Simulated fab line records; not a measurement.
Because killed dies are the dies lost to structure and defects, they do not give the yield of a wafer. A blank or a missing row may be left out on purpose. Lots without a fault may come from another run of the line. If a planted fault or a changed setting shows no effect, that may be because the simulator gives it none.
A lot that was struck, set against a sound lot -- flow n5 finfet -- 40 steps out of a route of 1938
Sound: the wafers L944.2, L944.5, L944.6. Struck: wafers L935.1, L935.6. (L935.3 of the same lot was not struck and is left out.) The cause comes at the end.
Per side, at each step with rows, come the tool, then ch with its chambers, and then its first start. Under that, the readings that differ: sound wafers -- struck wafers -- difference of the means -- sigmas: that difference in standard deviations of wafers without a fault.
alike: readings whose means differ by less than 2 such deviations, and words and numbers that are the same on both sides. not compared: withheld readings, readings that some wafer has no value for, bounds like >300 that may hide the same value, and numbers for which the record gives no deviation and whose values overlap.
The two part at a step that has a row with sigmas, a row that says differs or no value, or rows on one side only. Non-overlapping numbers with no deviation appear without sigmas and do not part them. A reading that every wafer of one side lacks parts them only if that side has two wafers or more.

first, 12 steps without rows for these wafers: N5_HKMG_FIN_STRIP_93 (strips SOC in N2/H2, time 20 s); N5_HKMG_FIN_WET_ETCH_76 (etches Al2O3 in dNH4OH, stops on La2O3, target depth 2.25 nm, rinse time 30 s); N5_HKMG_FIN_STRIP_60 (strips in N2/H2, time 360 s); N5_HKMG_FIN_WET_ETCH_77 (etches La2O3 in dHCl, stops on HfO2, target depth 2 nm); N5_HKMG_FIN_WET_ETCH_78 (etches Al2O3 in dNH4OH, stops on La2O3, target depth 4.5 nm, rinse time 30 s); N5_HKMG_FIN_ALD_79 (deposits TiN, target thk 1.5 nm, pulse time 1 s, purge time 3 s); N5_HKMG_FIN_CVD_62 (deposits a-Si from Si2H6, target thk 3 nm, time 20.8 s); N5_HKMG_FIN_RTA_80 (time 2 s); N5_HKMG_FIN_PRECLEAN_64 (cleans in dHF, time 30 s); N5_HKMG_FIN_WET_ETCH_65 (etches a-Si in TMAH, stops on TiN, time 49 s, target depth 3 nm); N5_HKMG_FIN_WET_ETCH_81 (etches TiN in SC1, stops on HfO2, time 57 s, target depth 6 nm); N5_HKMG_FIN_WET_ETCH_82 (etches La2O3 in dHCl, stops on HfO2, target depth 2 nm, rinse time 30 s).
N5_HKMG_FIN_ALD_36: deposits TiN, target thk 1 nm, pulse time 1 s, purge time 3 s.
  sound on ald metal-04 ch 0,3, day 8 06:53; struck on ald metal-01 ch 0,3, day 6 00:31
reading,sound,struck,difference,sigmas
ald cycles,47 47 47,90 90,+43,
model.TiN_of_HKMG_FIN_ALD_36.thk nm (nm),1 1 1,2 2,+1,
  alike: heater power w, precursor pulse height rel
then, 25 steps without rows for these wafers: N5_HKMG_FIN_PWFM_ALD_03 (deposits TiN, target thk 2 nm, pulse time 1 s, purge time 3 s); N5_HKMG_FIN_COAT_29 (time 60 s, resist thk 300 nm); N5_HKMG_FIN_COAT_30 (time 60 s, resist thk 35 nm); N5_HKMG_FIN_COAT_06 (resist thk 90 nm); N5_HKMG_FIN_EBR_08; N5_HKMG_FIN_SOFTBAKE_07 (time 60 s); N5_HKMG_FIN_EXPOSE_09 (exposes mask NWFM); N5_HKMG_FIN_PEB_10 (peb time 60 s); N5_HKMG_FIN_DEVELOP_11 (develop time 30 s); N5_HKMG_FIN_DESCUM_17 (chemistry O2, time 7.9 s); N5_HKMG_FIN_ETCH_31 (etches SiARC in CF4, target depth 45.5 nm, time 75.8 s); N5_HKMG_FIN_ETCH_32 (etches SOC in N2/H2, target depth 240 nm, time 300 s); N5_HKMG_FIN_STRIP_33 (strips in N2/H2); N5_HKMG_FIN_STRIP_34 (strips in CF4); N5_HKMG_FIN_ETCH_35 (etches SOC in N2/H2, target depth 215.8 nm, time 243.4 s); N5_HKMG_FIN_STRIP_92 (strips SOC in N2/H2, time 20 s); N5_HKMG_FIN_WET_ETCH_18 (etches TiN in SC1, time 55 s, target depth 5.2 nm, rinse time 30 s); N5_HKMG_FIN_STRIP_19 (strips in N2/H2, time 360 s); N5_HKMG_FIN_ALD_91 (deposits TiN, target thk 1 nm, pulse time 1 s, purge time 3 s); N5_HKMG_FIN_COAT_85 (time 60 s, resist thk 300 nm); N5_HKMG_FIN_ETCH_86 (etches SOC in N2/H2, stops on TiN, target depth 393.2 nm); N5_HKMG_FIN_STRIP_89 (strips SOC in N2/H2, time 20 s); N5_HKMG_FIN_WET_ETCH_87 (etches TiN in SC1, time 154.2 s, target depth 4.7 nm, rinse time 30 s); N5_HKMG_FIN_STRIP_88 (strips in N2/H2, time 360 s); N5_HKMG_FIN_NWFM_ALD_20 (deposits TiAlC, target thk 2 nm, pulse time 3 s, purge time 2 s).
-- here the record skips 5 days between the struck wafers' starts before and after, leaving off in module HKMG_FIN and picking up in module BEOL_M4 (first step shown: number 1111 of the route) --
N5_BEOL_M4_RC_MEAS_101:
  sound on prober-01 ch 0, day 12 07:44; struck on prober-01 ch 0, day 10 13:50
reading,sound,struck,difference,sigmas
IOFF_P (nA/um),0.31 0.22 0.16,0.71 0.59,+0.42,+12
IOFF_P_85C (nA/um),5.1 3.9 2.9,10.0 8.7,+5.4,+10
IOFF_P_LIN (nA/um),0.135 0.108 0.083,0.325 0.282,+0.195,+15
IOFF_P_LONG (nA/um),0.00011 0.00011 0.000118,0.000216 0.000211,+0.000101,+11
ION_P (uA/um),479 470 462,518 517,+47,+7
VT_P (mV),-245 -248 -255,-216 -222,+30,+9
VT_P_LONG (mV),-272.8 -274.2 -272.2,-250.9 -252.5,+21.4,+9
VT_P_LVT (mV),-94.8 -99.1 -103.7,-66.4 -68.9,+31.5,+11
  alike: DIBL_N, DIBL_P, IOFF_N, ION_N, SS_N, SS_P, VT_N
-- the record jumps here: 4 days lie between the struck wafers' starts before and after (it left off in module BEOL_M4 and takes up again in module PASSIVATION, whose first step shown is number 1936 of the route) --
N5_PASSIVATION_PROBE_49:
  only the struck wafers here have rows in the record (prober-02, day 14 23:26); the sound ones have none

WHERE THEY PART
First at N5_BEOL_M4_RC_MEAS_101; last, within this record, at N5_PASSIVATION_PROBE_49.

WHY: what the simulator had put in
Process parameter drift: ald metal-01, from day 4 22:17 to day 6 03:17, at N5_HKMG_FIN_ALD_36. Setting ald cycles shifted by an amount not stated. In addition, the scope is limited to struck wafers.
